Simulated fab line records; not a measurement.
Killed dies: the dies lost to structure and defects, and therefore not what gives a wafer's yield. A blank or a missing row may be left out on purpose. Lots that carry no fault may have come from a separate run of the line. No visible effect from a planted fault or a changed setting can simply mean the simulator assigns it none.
fab line records	flow n5Finfet
[record] lots = 10	wafers = 28	lastDay = 18
route steps=1938 shown BEOL_M10@1487 PASSIVATION@1936
lots that met no fault: taken from a fault-free run of the same line
startH: hours from the record's opening day to when the first of the lot's shown wafers began	waitH: time in hours since the lot's previous step	" unchanged from the row above	L1.1+2: several wafers, shown together as one row	- no value, or no start given	* or withheld: withheld	< > ~ a bound
route shown NAME@n: names a module that has steps shown in the file, with the first one's number in the route	usual: mean and standard deviation over wafers with no fault	same: alike in all rows	chamber/n: place in a boat	sites: readings site by site	_std_site: their standard deviation	_edge_site: inner sites' mean taken away from outer sites' mean	radiusMm: how far each site lies from the wafer's centre	mask NAME#n: copy n	behind: tool/chamber where the wafer was last shaped	hold: reason for holding the lot/hours on hold/outcome of the hold	device: transistor that didn't switch, given as n, p or np	end of line: tests of these same wafers at the route's end	a step without rows: its recipe alone	killed: dies that structure and defects cost at the first sort, which is not the same as the wafer's yield	map: the dies of a wafer, with x for killed, . for not killed, _ for no die there
set.NAME: the setting that was run; set.NAME@STEP: the one run at that earlier step	model.NAME: the simulator's own value behind a step, which no gauge read
the route's steps for a sample of lots (tables are steps, rows are wafers)
services: the hour from which a tool's chamber was out of use, counted from the record's first day as startH (under 0 if before that day), plus the number of hours and why
[[steps]]
[step N5_BEOL_M10_ETCH_61]
[recipe] chemistry = CF4	target = SiARC	targetDepthA = 390	maskMaterial = CAR-ArF	timeS = 65	ionEnergyEv = 80	pressureMtorr = 40	sourceW = 545	biasW = 36	Ar_flow_sccm = 100	cf4FlowSccm = 100	ends = cleared
[usual] chamberPressureMTorr = 40.00/0.033	drypumpMotorCurrentA = 5.6/0.49	etchRfOnTimeS = 66.2/1.6	oesProductAu = 0.66/0.044	rfVppV = 183.8/1.2	showerheadPlenumPTorr = 2.13/0.058	throttleValvePct = 15.60/0.24
lot.wafer	tool	chamber	startH	waitH	chamberPressureMTorr	drypumpMotorCurrentA	etchRfOnTimeS	oesProductAu	rfHoursCounterH	rfVppV	showerheadPlenumPTorr	throttleValvePct
L708.4	rieDiel-03	2	223.48	0.0	40.00	5.6	65.7	0.72	45	183.5	2.18	15.22
L708.5	"	0	"	"	39.97	5.4	65.7	0.69	-	187.1	2.24	15.11
L708.6	"	3	"	"	40.03	6.0	65.3	0.63	-	184.1	2.14	15.39
L709.2	rieDiel-02	3	230.18	0.0	39.93	5.4	66.8	0.64	164	184.9	2.22	15.73
L709.4	"	0	"	"	39.98	5.4	67.6	0.60	172	184.3	2.14	15.87
L709.6	"	2	"	"	39.99	5.1	64.0	0.75	-	184.0	2.09	15.69
L711.1	rieDiel-03	2	233.70	0.0	40.06	5.6	65.5	0.71	49	184.8	2.18	15.24
L711.2	"	3	"	"	39.98	6.0	64.2	0.64	151	185.1	2.13	15.39
L711.5	"	3	"	"	39.93	6.0	64.2	0.63	-	185.4	2.13	15.39
L710.2	rieDiel-06	0	237.52	0.0	39.95	6.2	65.9	0.71	56	182.2	2.10	15.68
L710.3	"	2	"	"	39.98	5.4	69.5	0.67	116	181.7	2.08	15.68
L710.5	"	1	"	"	40.04	4.8	66.9	0.61	-	182.9	2.04	15.76
L713.3	rieDiel-02	2	267.20	0.0	40.03	5.1	63.8	0.73	59	183.2	2.08	15.71
L713.4	"	0	"	"	40.04	5.4	68.0	0.59	185	184.4	2.14	15.91
L713.5	"	1	"	"	40.00	5.1	68.1	0.69	-	182.3	2.09	15.66
L721.4	rieDiel-02	0	294.25	0.0	39.96	5.4	67.8	0.59	195	184.3	2.13	15.92
L721.5	"	0	"	"	40.00	5.4	68.4	0.58	-	184.7	2.13	15.90
L718.4	rieDiel-02	0	300.15	0.0	39.99	5.4	67.9	0.59	197	183.6	2.13	15.92
L718.6	"	1	"	"	40.01	5.1	68.2	0.67	-	182.3	2.09	15.68
L723.2	rieDiel-03	1	311.04	0.0	39.97	6.1	67.3	0.69	86	185.3	2.18	15.46
L723.3	"	0	"	"	40.00	5.4	64.2	0.68	117	185.5	2.23	15.16
L723.5	"	0	"	"	39.99	5.5	64.7	0.67	-	183.9	2.23	15.17
L725.1	rieDiel-03	3	336.43	0.0	40.01	6.0	64.8	0.61	184	184.6	2.12	15.44
L725.2	"	1	"	"	39.98	6.1	68.0	0.70	96	185.4	2.17	15.48
L725.3	"	0	"	"	39.98	5.5	63.9	0.68	128	184.5	2.22	15.19
L729.2	rieDiel-06	2	370.62	0.0	40.04	5.4	68.2	0.65	157	183.4	2.07	15.75
L729.3	"	1	"	"	39.92	4.8	66.5	0.58	230	181.9	2.03	15.85
L729.4	"	3	"	"	40.03	6.6	64.4	0.64	152	183.1	2.14	15.82
[step N5_BEOL_M10_CD_MEAS_18]
[recipe] pitchNm = 140	targetCdNm = 70
[usual] cdNm = 70.1/0.77
lot.wafer	tool	chamber	startH	waitH	cdNm
L708.4	cdSem-01	-	223.90	0.1	70.4
L708.5	"	-	"	"	70.4
L708.6	"	-	"	"	70.7
L709.2	cdSem-02	-	230.60	0.1	69.7
L709.4	"	-	"	"	70.2
L709.6	"	-	"	"	70.5
L711.1	cdSem-02	-	234.13	0.0	69.3
L711.2	"	-	"	"	69.7
L711.5	"	-	"	"	69.9
L710.2	cdSem-01	-	237.97	0.1	70.9
L710.3	"	-	"	"	70.3
L710.5	"	-	"	"	71.2
L713.3	cdSem-03	-	267.78	0.1	70.5
L713.4	"	-	"	"	69.8
L713.5	"	-	"	"	70.5
L721.4	cdSem-03	-	294.71	0.1	70.6
L721.5	"	-	"	"	70.6
L718.4	cdSem-01	-	300.57	0.1	70.7
L718.6	"	-	"	"	70.3
L723.2	cdSem-03	-	311.59	0.1	69.5
L723.3	"	-	"	"	69.3
L723.5	"	-	"	"	69.7
L725.1	cdSem-02	-	336.85	0.0	71.8
L725.2	"	-	"	"	69.9
L725.3	"	-	"	"	70.0
L729.2	cdSem-03	-	371.25	0.1	69.1
L729.3	"	-	"	"	69.7
L729.4	"	-	"	"	69.0
[step N5_BEOL_M10_CD_MEAS_28]
[recipe] targetCdNm = 70	landingEnergyEv = 500	detector = seInlens	polarity = opening
[usual] cdNm = 70.1/0.95
lot.wafer	tool	chamber	startH	waitH	cdNm
L708.4	cdSem-02	0	224.46	-	69.6
L708.5	"	0	"	"	69.0
L708.6	"	0	"	"	70.4
L709.2	cdSem-02	0	232.00	-	71.6
L709.4	"	0	"	"	70.4
L709.6	"	0	"	"	71.5
L711.1	cdSem-01	0	235.55	-	69.3
L711.2	"	0	"	"	69.1
L711.5	"	0	"	"	68.9
L710.2	cdSem-01	0	238.55	-	70.1
L710.3	"	0	"	"	70.5
L710.5	"	0	"	"	70.2
L713.3	cdSem-01	0	268.57	-	69.6
L713.4	"	0	"	"	69.2
L713.5	"	0	"	"	70.2
L721.4	cdSem-01	0	298.56	-	70.3
L721.5	"	0	"	"	70.6
L718.4	cdSem-01	0	301.69	-	70.5
L718.6	"	0	"	"	70.3
L723.2	cdSem-03	0	312.74	-	69.3
L723.3	"	0	"	"	69.3
L723.5	"	0	"	"	68.8
L725.1	cdSem-02	0	338.35	-	71.7
L725.2	"	0	"	"	70.5
L725.3	"	0	"	"	69.7
L729.2	cdSem-02	0	372.43	-	71.0
L729.3	"	0	"	"	70.4
L729.4	"	0	"	"	70.1
[step N5_BEOL_M10_TRENCH_ETCH_37]
[recipe] chemistry = C4F6/O2	targetDepthA = 1488.3	target = SiCOH_lowk	timeS = 48	ionEnergyEv = 250	pressureMtorr = 30	sourceW = 345	biasW = 185	Ar_flow_sccm = 300	C4F6_flow_sccm = 10	O2_flow_sccm = 10
[usual] C4F6_flow_sccm = 10.003/0.027	chamberPressureMTorr = 30.001/0.025	drypumpMotorCurrentA = 5.6/0.55	oesProductAu = 0.77/0.052	rfVppV = 663/14	showerheadPlenumPTorr = 2.82/0.071	throttleValvePct = 21.04/0.21
lot.wafer	tool	chamber	startH	waitH	C4F6_flow_sccm	chamberPressureMTorr	drypumpMotorCurrentA	oesProductAu	rfHoursCounterH	rfVppV	showerheadPlenumPTorr	throttleValvePct
L708.4	rieDiel-06	0	225.04	-	10.015	29.992	6.2	0.86	52	655	2.80	21.12
L708.5	"	0	"	"	10.004	30.069	6.2	0.84	-	656	2.80	21.13
L708.6	"	1	"	"	9.980	30.001	4.8	0.73	-	686	2.72	21.06
L709.2	rieDiel-03	1	232.40	-	9.996	30.003	6.1	0.86	59	688	2.90	20.74
L709.4	"	3	"	"	10.014	30.052	6.0	0.75	150	657	2.83	20.66
L709.6	"	1	"	"	10.022	29.976	6.2	0.87	-	690	2.90	20.74
L711.1	rieDiel-06	1	236.13	-	9.969	29.975	4.9	0.72	183	687	2.72	21.07
L711.2	"	3	"	"	9.994	30.030	6.6	0.78	111	667	2.88	21.17
L711.5	"	1	"	"	9.986	29.990	4.9	0.72	-	686	2.72	21.06
L710.2	rieDiel-03	0	238.99	-	10.040	29.990	5.4	0.81	92	678	2.97	20.34
L710.3	"	1	"	"	10.002	29.970	6.1	0.86	62	690	2.90	20.73
L710.5	"	1	"	"	9.965	30.023	6.1	0.86	-	691	2.90	20.74
L713.3	rieDiel-02	0	268.96	-	9.970	29.993	5.4	0.70	186	660	2.84	21.18
L713.4	"	1	"	"	10.019	30.024	5.0	0.81	70	664	2.80	21.14
L713.5	"	2	"	"	9.996	29.968	5.1	0.85	-	638	2.77	21.15
L721.4	rieDiel-02	3	299.16	-	10.024	30.019	5.4	0.89	187	660	2.94	21.08
L721.5	"	1	"	"	9.970	29.982	5.1	0.97	-	664	2.79	21.22
L718.4	rieDiel-02	1	302.09	-	9.990	30.039	5.1	0.97	83	663	2.79	21.24
L718.6	"	3	"	"	10.029	30.008	5.4	0.72	-	660	2.94	21.02
L723.2	rieDiel-06	3	313.14	-	10.024	29.993	6.6	0.76	133	666	2.87	21.19
L723.3	"	2	"	"	9.983	30.045	5.4	0.77	140	665	2.75	21.01
L723.5	"	1	"	"	9.952	29.969	4.8	0.71	-	687	2.71	21.11
L725.1	rieDiel-03	2	338.75	-	10.044	29.981	5.6	0.80	86	658	2.88	20.64
L725.2	"	0	"	"	10.002	30.009	5.5	0.78	128	676	2.95	20.41
L725.3	"	3	"	"	10.011	29.953	6.0	0.72	185	656	2.82	20.71
L729.2	rieDiel-06	3	372.83	-	10.025	30.012	6.6	0.74	152	666	2.86	21.22
L729.3	"	2	"	"	9.947	30.031	5.5	0.74	158	666	2.74	21.05
L729.4	"	1	"	"	10.002	30.009	4.9	0.69	231	686	2.70	21.12
[step N5_BEOL_M10_OCD_MEAS_38]
[usual] trenchDepthNm = 145.9/2.8
lot.wafer	tool	chamber	startH	waitH	trenchDepthNm
L708.4	ocd-02	-	225.23	-	148.8
L708.5	"	-	"	"	147.3
L708.6	"	-	"	"	146.8
L709.2	ocd-02	-	232.58	-	147.0
L709.4	"	-	"	"	150.8
L709.6	"	-	"	"	147.1
L711.1	ocd-02	-	236.31	-	147.7
L711.2	"	-	"	"	149.8
L711.5	"	-	"	"	148.0
L710.2	ocd-02	-	239.18	-	148.4
L710.3	"	-	"	"	147.1
L710.5	"	-	"	"	145.7
L713.3	ocd-02	-	269.15	-	142.1
L713.4	"	-	"	"	144.3
L713.5	"	-	"	"	148.7
L721.4	ocd-02	-	299.35	-	197.2
L721.5	"	-	"	"	196.1
L718.4	ocd-02	-	302.27	-	196.3
L718.6	"	-	"	"	144.8
L723.2	ocd-01	-	313.33	-	148.6
L723.3	"	-	"	"	143.6
L723.5	"	-	"	"	147.9
L725.1	ocd-02	-	338.93	-	150.1
L725.2	"	-	"	"	149.6
L725.3	"	-	"	"	150.1
L729.2	ocd-02	-	373.01	-	148.6
L729.3	"	-	"	"	140.7
L729.4	"	-	"	"	144.3
[step N5_BEOL_M10_THK_MEAS_53]
[recipe] thkMeasGauge = xrf	reads = Cu_of_BEOL_M10_ECD_50
[usual] M10_THK = 140/3.4
lot.wafer	tool	chamber	startH	waitH	M10_THK[nm]
L708.4	filmMetro-02	-	227.90	-	144
L708.5	"	-	"	"	142
L708.6	"	-	"	"	143
L709.2	filmMetro-02	-	234.84	-	142
L709.4	"	-	"	"	147
L709.6	"	-	"	"	142
L711.1	filmMetro-02	-	239.24	-	142
L711.2	"	-	"	"	144
L711.5	"	-	"	"	143
L710.2	filmMetro-01	-	241.78	-	141
L710.3	"	-	"	"	140
L710.5	"	-	"	"	139
L713.3	filmMetro-01	-	271.84	-	133
L713.4	"	-	"	"	135
L713.5	"	-	"	"	139
L721.4	filmMetro-01	-	302.90	-	189
L721.5	"	-	"	"	189
L718.4	filmMetro-02	-	307.58	-	193
L718.6	"	-	"	"	138
L723.2	filmMetro-01	-	315.93	-	145
L723.3	"	-	"	"	140
L723.5	"	-	"	"	142
L725.1	filmMetro-02	-	341.82	-	143
L725.2	"	-	"	"	145
L725.3	"	-	"	"	145
L729.2	filmMetro-01	-	376.16	-	142
L729.3	"	-	"	"	134
L729.4	"	-	"	"	137
[step N5_BEOL_M10_RS_MEAS_57]
[recipe] thkMeasGauge = four-point-probe	reads = Cu_of_BEOL_M10_ECD_50+Co_of_BEOL_M10_CVD_75+TaN_of_BEOL_M10_ALD_74
[usual] M10_RS = 0.154/0.0037
lot.wafer	tool	chamber	startH	waitH	M10_RS[ohm/sq]
L708.4	filmMetro-01	-	228.07	0.1	0.150
L708.5	"	-	"	"	0.152
L708.6	"	-	"	"	0.152
L709.2	filmMetro-01	-	235.00	0.1	0.154
L709.4	"	-	"	"	0.148
L709.6	"	-	"	"	0.153
L711.1	filmMetro-01	-	239.38	0.1	0.153
L711.2	"	-	"	"	0.150
L711.5	"	-	"	"	0.151
L710.2	filmMetro-02	-	241.92	0.1	0.152
L710.3	"	-	"	"	0.153
L710.5	"	-	"	"	0.154
L713.3	filmMetro-02	-	271.97	0.1	0.160
L713.4	"	-	"	"	0.157
L713.5	"	-	"	"	0.152
L721.4	filmMetro-02	-	303.03	0.0	0.110
L721.5	"	-	"	"	0.110
L718.4	filmMetro-02	-	307.72	0.0	0.110
L718.6	"	-	"	"	0.158
L723.2	filmMetro-01	-	316.07	0.1	0.148
L723.3	"	-	"	"	0.155
L723.5	"	-	"	"	0.152
L725.1	filmMetro-02	-	341.96	0.1	0.152
L725.2	"	-	"	"	0.149
L725.3	"	-	"	"	0.149
L729.2	filmMetro-02	-	376.30	0.1	0.151
L729.3	"	-	"	"	0.161
L729.4	"	-	"	"	0.156
[step N5_PASSIVATION_PROBE_49]
[usual] defectLimitedYield = 91.0/1.5	killed_at_M0_to_M3 = 33/9.4	killed_at_M4_up = 14/4.8	killedAtContacts = 13/7.3	killedAtFrontEnd = 43/13	killedAtOther = 3.6/2.9	killedDies = 106/18	killedOnRim = 14/4.2	killedOpen = 69/13	killedShort = 35/8.2	sort_bin_5_function = 5.3/1	sort_bin_6_memory = 3.3/0.68	sortNPass = 1074/18	sortYieldPct = 91.0/1.5
[same] grossDies = 1180	killedAtBackSide = 0	sort_bin_4_leakage[%] = 0	sort_bin_8_speed[%] = 0
lot.wafer	tool	chamber	startH	waitH	defectLimitedYield[%]	killed_at_M0_to_M3	killed_at_M4_up	killedAtContacts	killedAtFrontEnd	killedAtOther	killedDies	killedOnRim	killedOpen	killedShort	sort_bin_5_function[%]	sort_bin_6_memory[%]	sortNPass	sortYieldPct[%]
L708.4	prober-02	-	277.23	0.4	91.2	20	11	25	45	3	104	14	67	37	5.3	3.0	1076	91.2
L708.5	prober-02	-	277.28	0.4	90.8	47	11	14	34	2	108	15	75	33	5.1	3.9	1072	90.8
L708.6	prober-02	-	277.33	0.5	91.2	50	10	8	36	0	104	14	66	36	5.1	3.3	1076	91.2
L709.2	prober-01	-	280.47	0.1	88.5	26	25	30	48	7	136	13	102	33	7.5	3.8	1044	88.5
L709.4	prober-01	-	280.57	0.2	90.3	23	13	33	43	2	114	18	76	37	5.8	3.4	1066	90.3
L709.6	prober-01	-	280.67	0.3	88.9	48	23	21	38	1	131	12	89	42	6.1	4.7	1049	88.9
L711.1	prober-01	-	289.43	0.0	93.2	18	16	5	31	10	80	11	56	24	4.3	2.2	1100	93.2
L711.2	prober-01	-	289.48	0.1	93.2	21	20	6	29	4	80	9	48	32	3.9	2.4	1100	93.2
L711.5	prober-01	-	289.63	0.2	92.1	35	14	14	28	2	93	11	58	33	4.4	3.2	1087	92.1
L710.2	prober-02	-	290.26	0.1	88.6	37	16	18	61	3	135	18	85	47	7.5	3.5	1045	88.6
L710.3	prober-02	-	290.31	0.1	87.6	39	12	25	64	6	146	12	96	45	7.8	4.0	1034	87.6
L710.5	prober-02	-	290.41	0.2	90.4	33	10	28	42	0	113	18	72	38	5.7	2.9	1067	90.4
L713.3	prober-01	-	317.13	0.1	95.4	19	11	1	23	0	54	7	35	19	3.1	1.4	1126	95.4
L713.4	prober-01	-	317.18	0.2	95.1	22	10	0	25	1	58	12	36	20	3.6	1.1	1122	95.1
L713.5	prober-01	-	317.23	0.2	93.1	19	13	9	35	5	81	17	62	19	4.0	2.5	1099	93.1
L718.4	prober-02	-	356.70	0.2	93.6	21	14	4	34	2	75	12	61	13	4.2	1.9	1105	93.6
L718.6	prober-02	-	356.80	0.3	91.0	38	13	13	40	2	106	16	78	28	5.1	3.7	1074	91.0
L721.4	prober-01	-	358.25	0.2	89.5	37	22	3	55	7	124	20	90	33	6.4	3.9	1056	89.5
L721.5	prober-01	-	358.30	0.2	90.5	26	17	19	50	0	112	18	80	26	4.7	3.9	1068	90.5
L723.2	prober-01	-	360.96	0.1	92.4	36	12	4	36	2	90	11	55	31	4.0	3.2	1090	92.4
L723.3	prober-01	-	361.01	0.1	90.5	48	21	9	33	1	112	19	74	34	5.1	3.9	1068	90.5
L723.5	prober-01	-	361.11	0.2	91.8	40	10	12	24	11	97	12	70	23	4.7	3.1	1083	91.8
L725.1	prober-02	-	388.38	0.0	92.1	25	11	14	36	7	93	8	59	33	4.2	3.2	1087	92.1
L725.2	prober-02	-	388.43	0.1	89.2	35	17	7	59	9	127	10	82	42	5.8	4.2	1053	89.2
L725.3	prober-02	-	388.48	0.1	89.3	47	20	16	37	6	126	13	79	45	5.8	4.7	1054	89.3
L729.2	prober-01	-	421.97	0.1	92.4	24	16	20	29	1	90	12	60	28	5.2	2.3	1090	92.4
L729.3	prober-01	-	422.02	0.1	89.6	45	20	20	37	1	123	12	76	47	6.0	4.2	1057	89.6
L729.4	prober-01	-	422.07	0.2	88.6	52	17	16	46	4	135	16	81	49	6.4	4.4	1045	88.6
// killed by level:class
L708.4 MOL_CONTACT_COAG:geometricParticle:open=21 STI_FIN_REVEAL:geometricParticle:open=8 FIN_SAQP:geometricParticle:short=7 DUMMY_GATE:geometricParticle:open=7 FIN_SAQP:geometricParticle:open=6 BEOL_M0_SAQP:geometricParticle:short=6 GATE_CUT:geometricParticle:short=6 BEOL_M4:geometricParticle:open=5
L708.5 STI_FIN_REVEAL:geometricParticle:open=14 BEOL_M0:geometricParticle:short=13 MOL_CONTACT_COAG:geometricParticle:open=12 BEOL_M3:geometricParticle:open=12 BEOL_M2:geometricParticle:open=7 BEOL_M0_SAQP:geometricParticle:open=6 FIN_SAQP:geometricParticle:short=4 BEOL_M0_SAQP:geometricParticle:short=4
L708.6 STI_FIN_REVEAL:geometricParticle:open=18 BEOL_M0_SAQP:geometricParticle:short=12 BEOL_M2:geometricParticle:open=12 BEOL_M0:geometricParticle:open=9 MOL_CONTACT_COAG:geometricParticle:open=5 BEOL_M0_SAQP:geometricParticle:open=4 STARTING-WAFER:geometricParticle:short=3 DUMMY_GATE:geometricParticle:open=3
L709.2 MOL_CONTACT_COAG:geometricParticle:open=27 BEOL_M4:geometricParticle:open=17 FIN_SAQP:geometricParticle:open=14 STI_FIN_REVEAL:geometricParticle:open=12 BEOL_M0_SAQP:geometricParticle:short=9 BEOL_M0_SAQP:geometricParticle:open=8 FIN_SAQP:geometricParticle:short=6 STI_FIN_REVEAL:geometricParticle:short=6
L709.4 MOL_CONTACT_COAG:geometricParticle:open=24 FIN_SAQP:geometricParticle:open=12 STI_FIN_REVEAL:geometricParticle:open=9 MOL_CONTACT_COAG:geometricParticle:short=9 BEOL_M3:geometricParticle:open=6 FIN_SAQP:geometricParticle:short=5 BEOL_M4:geometricParticle:open=5 BEOL_M2:geometricParticle:short=4
L709.6 MOL_CONTACT_COAG:geometricParticle:open=19 BEOL_M4:geometricParticle:open=13 BEOL_M0_SAQP:geometricParticle:open=10 BEOL_M0_SAQP:geometricParticle:short=10 BEOL_M1:geometricParticle:open=9 FIN_SAQP:geometricParticle:short=7 BEOL_M3:geometricParticle:open=6 FIN_SAQP:geometricParticle:open=4
L711.1 BEOL_M4:geometricParticle:open=14 STI_FIN_REVEAL:geometricParticle:open=10 GATE_CUT:geometricParticle:short=7 MOL_CONTACT_COAG:geometricParticle:open=5 BEOL_M2:geometricParticle:open=5 BEOL_M3:geometricParticle:open=4 MIM_TOP_ETCH:geometricParticle:short=4 GATE_CUT:geometricParticle:open=3
L711.2 BEOL_M4:geometricParticle:open=7 STI_FIN_REVEAL:geometricParticle:open=6 GATE_CUT:geometricParticle:short=6 MOL_CONTACT_COAG:geometricParticle:short=5 BEOL_M2:geometricParticle:open=5 GATE_CUT:geometricParticle:open=4 BEOL_M1:geometricParticle:open=4 BEOL_M4:geometricParticle:short=4
L711.5 MOL_CONTACT_COAG:geometricParticle:open=11 BEOL_M1:geometricParticle:open=11 BEOL_M3:geometricParticle:open=6 BEOL_M1:geometricParticle:short=5 DUMMY_GATE:geometricParticle:open=4 GATE_CUT:geometricParticle:short=4 BEOL_M0_SAQP:geometricParticle:short=4 BEOL_M2:geometricParticle:open=4
L710.2 MOL_CONTACT_COAG:geometricParticle:open=13 BEOL_M3:geometricParticle:open=10 STI_FIN_REVEAL:geometricParticle:open=9 FIN_SAQP:geometricParticle:short=7 GATE_CUT:geometricParticle:short=7 FIN_SAQP:geometricParticle:open=6 GATE_CUT:geometricParticle:open=6 BEOL_M0_SAQP:geometricParticle:short=6
L710.3 MOL_CONTACT_COAG:geometricParticle:open=20 BEOL_M2:geometricParticle:open=16 FIN_SAQP:geometricParticle:open=11 GATE_CUT:geometricParticle:short=11 STI_FIN_REVEAL:geometricParticle:open=10 FIN_SAQP:geometricParticle:short=7 BEOL_M1:geometricParticle:open=5 MOL_CONTACT_COAG:geometricParticle:short=5
L710.5 MOL_CONTACT_COAG:geometricParticle:open=21 STI_FIN_REVEAL:geometricParticle:open=9 BEOL_M0_SAQP:geometricParticle:short=9 GATE_CUT:geometricParticle:short=8 BEOL_M0_SAQP:geometricParticle:open=8 MOL_CONTACT_COAG:geometricParticle:short=7 DUMMY_GATE:geometricParticle:open=5 BEOL_M4:geometricParticle:open=5
L713.3 BEOL_M0_SAQP:geometricParticle:short=6 FIN_SAQP:geometricParticle:open=5 BEOL_M4:geometricParticle:open=5 GATE_CUT:geometricParticle:open=4 BEOL_M0_SAQP:geometricParticle:open=4 ILD0:geometricParticle:open=3 GATE_CUT:geometricParticle:short=3 BEOL_M0:geometricParticle:open=3
L713.4 BEOL_M2:geometricParticle:open=8 FIN_SAQP:geometricParticle:open=5 BEOL_M4:geometricParticle:open=5 FIN_SAQP:geometricParticle:short=4 GATE_CUT:geometricParticle:open=4 BEOL_M0_SAQP:geometricParticle:short=4 BEOL_M0:geometricParticle:open=3 BEOL_M1:geometricParticle:open=3
L713.5 FIN_SAQP:geometricParticle:open=11 MOL_CONTACT_COAG:geometricParticle:open=8 STI_FIN_REVEAL:geometricParticle:open=7 BEOL_M1:geometricParticle:open=6 BEOL_M4:geometricParticle:open=5 BEOL_M0:geometricParticle:open=4 FIN_SAQP:geometricParticle:short=3 BEOL_M0_SAQP:geometricParticle:open=3
L718.4 FIN_SAQP:geometricParticle:open=7 BEOL_M3:geometricParticle:open=7 BEOL_M2:geometricParticle:open=6 BEOL_M4:geometricParticle:open=6 STI_FIN_REVEAL:geometricParticle:open=5 DUMMY_GATE:geometricParticle:open=4 ILD0:geometricParticle:open=4 GATE_CUT:geometricParticle:short=3
L718.6 BEOL_M2:geometricParticle:open=13 MOL_CONTACT_COAG:geometricParticle:open=11 FIN_SAQP:geometricParticle:open=9 BEOL_M0_SAQP:geometricParticle:open=9 DUMMY_GATE:geometricParticle:open=7 ILD0:geometricParticle:open=5 BEOL_M0_SAQP:geometricParticle:short=5 BEOL_M1:geometricParticle:short=5
L721.4 FIN_SAQP:geometricParticle:open=25 BEOL_M4:geometricParticle:open=12 STI_FIN_REVEAL:geometricParticle:open=9 BEOL_M0_SAQP:geometricParticle:open=7 BEOL_M1:geometricParticle:open=7 BEOL_M2:geometricParticle:open=7 BEOL_M3:geometricParticle:open=6 FIN_SAQP:geometricParticle:short=5
L721.5 FIN_SAQP:geometricParticle:open=16 MOL_CONTACT_COAG:geometricParticle:open=16 STI_FIN_REVEAL:geometricParticle:open=11 BEOL_M4:geometricParticle:open=10 BEOL_M1:geometricParticle:open=7 BEOL_M0_SAQP:geometricParticle:open=6 HKMG_FIN:areaEtch=6 BEOL_M0_SAQP:geometricParticle:short=5
L723.2 STI_FIN_REVEAL:geometricParticle:open=12 BEOL_M3:geometricParticle:open=12 BEOL_M1:geometricParticle:open=7 BEOL_M0_SAQP:geometricParticle:short=6 GATE_CUT:geometricParticle:short=4 BEOL_M0_SAQP:geometricParticle:open=3 BEOL_M1:geometricParticle:short=3 BEOL_M2:geometricParticle:open=3
L723.3 BEOL_M0_SAQP:geometricParticle:open=13 BEOL_M1:geometricParticle:open=9 BEOL_M2:geometricParticle:open=8 FIN_SAQP:geometricParticle:short=6 GATE_CUT:geometricParticle:short=6 MOL_CONTACT_COAG:geometricParticle:open=6 BEOL_M0_SAQP:geometricParticle:short=6 BEOL_M3:geometricParticle:open=6
L723.5 BEOL_M3:geometricParticle:open=18 MOL_CONTACT_COAG:geometricParticle:open=11 STI_FIN_REVEAL:geometricParticle:open=7 BEOL_M1:geometricParticle:open=6 FIN_SAQP:geometricParticle:open=5 BEOL_M0_SAQP:geometricParticle:open=4 BEOL_M2:geometricParticle:open=4 BEOL_M3:geometricParticle:short=4
L725.1 MOL_CONTACT_COAG:geometricParticle:open=13 FIN_SAQP:geometricParticle:open=8 BEOL_M3:geometricParticle:open=7 BEOL_M0_SAQP:geometricParticle:open=6 STI_FIN_REVEAL:geometricParticle:open=5 BEOL_M0_SAQP:geometricParticle:short=5 FIN_SAQP:geometricParticle:short=4 BEOL_M3:geometricParticle:short=4
L725.2 FIN_SAQP:geometricParticle:short=14 STI_FIN_REVEAL:geometricParticle:open=14 FIN_SAQP:geometricParticle:open=9 BEOL_M4:geometricParticle:open=9 BEOL_M0_SAQP:geometricParticle:short=8 BEOL_M0_SAQP:geometricParticle:open=7 DUMMY_GATE:geometricParticle:open=6 STARTING-WAFER:geometricParticle:open=6
L725.3 MOL_CONTACT_COAG:geometricParticle:open=14 BEOL_M0_SAQP:geometricParticle:short=11 FIN_SAQP:geometricParticle:short=10 BEOL_M0_SAQP:geometricParticle:open=10 BEOL_M1:geometricParticle:open=8 BEOL_M2:geometricParticle:open=7 BEOL_M3:geometricParticle:open=6 GATE_CUT:geometricParticle:short=5
L729.2 MOL_CONTACT_COAG:geometricParticle:open=17 BEOL_M0_SAQP:geometricParticle:short=11 BEOL_M4:geometricParticle:open=10 FIN_SAQP:geometricParticle:open=5 DUMMY_GATE:geometricParticle:open=5 BEOL_M0_SAQP:geometricParticle:open=5 GATE_CUT:geometricParticle:short=4 BEOL_M3:geometricParticle:open=4
L729.3 MOL_CONTACT_COAG:geometricParticle:open=12 FIN_SAQP:geometricParticle:open=11 BEOL_M4:geometricParticle:open=11 BEOL_M1:geometricParticle:open=9 BEOL_M0_SAQP:geometricParticle:open=9 FIN_SAQP:geometricParticle:short=8 MOL_CONTACT_COAG:geometricParticle:short=8 BEOL_M0:geometricParticle:short=8
L729.4 BEOL_M0_SAQP:geometricParticle:short=21 MOL_CONTACT_COAG:geometricParticle:open=16 FIN_SAQP:geometricParticle:short=15 BEOL_M0_SAQP:geometricParticle:open=12 FIN_SAQP:geometricParticle:open=10 BEOL_M2:geometricParticle:open=9 BEOL_M4:geometricParticle:open=7 DUMMY_GATE:geometricParticle:open=6
[[services]]
tool	chamber	startH	hours	kind
rieDiel-06	3	237.05	5.0	repair
rieDiel-03	3	307.60	7.1	repair
rieDiel-02	3	335.50	4.8	repair
rieDiel-06	2	362.62	4.0	repair
[[key]]
[firstSign] step = N5_BEOL_M10_TRENCH_ETCH_37	reading = oesProductAu	direction = up	sigmas = 3.3	usual = 0.77	struck = 0.94
[effect] step = N5_BEOL_M10_OCD_MEAS_38	reading = trenchDepthNm	direction = up	sigmas = 18	usual = 145.9	struck = 196.5
[effect] step = N5_BEOL_M10_THK_MEAS_53	reading = M10_THK	direction = up	sigmas = 15	usual = 140	struck = 190
[effect] step = N5_BEOL_M10_RS_MEAS_57	reading = M10_RS	direction = down	sigmas = 12	usual = 0.154	struck = 0.110
metAt N5_BEOL_M10_TRENCH_ETCH_37
struckLots L718,L721
struckWafers L718.4,L721.4,L721.5
notActingAt N5_BEOL_M10_ETCH_61,N5_BEOL_M10_CD_MEAS_18,N5_BEOL_M10_CD_MEAS_28
onsetBetween 268.96 299.16
[fault] kind = processParameterDrift	tool = rieDiel-02	chamber = -	onsetH = 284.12	steps = N5_BEOL_M10_TRENCH_ETCH_37	channel = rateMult	offset = 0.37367	shape = step	endH = 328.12	scope = struckWafersOnly
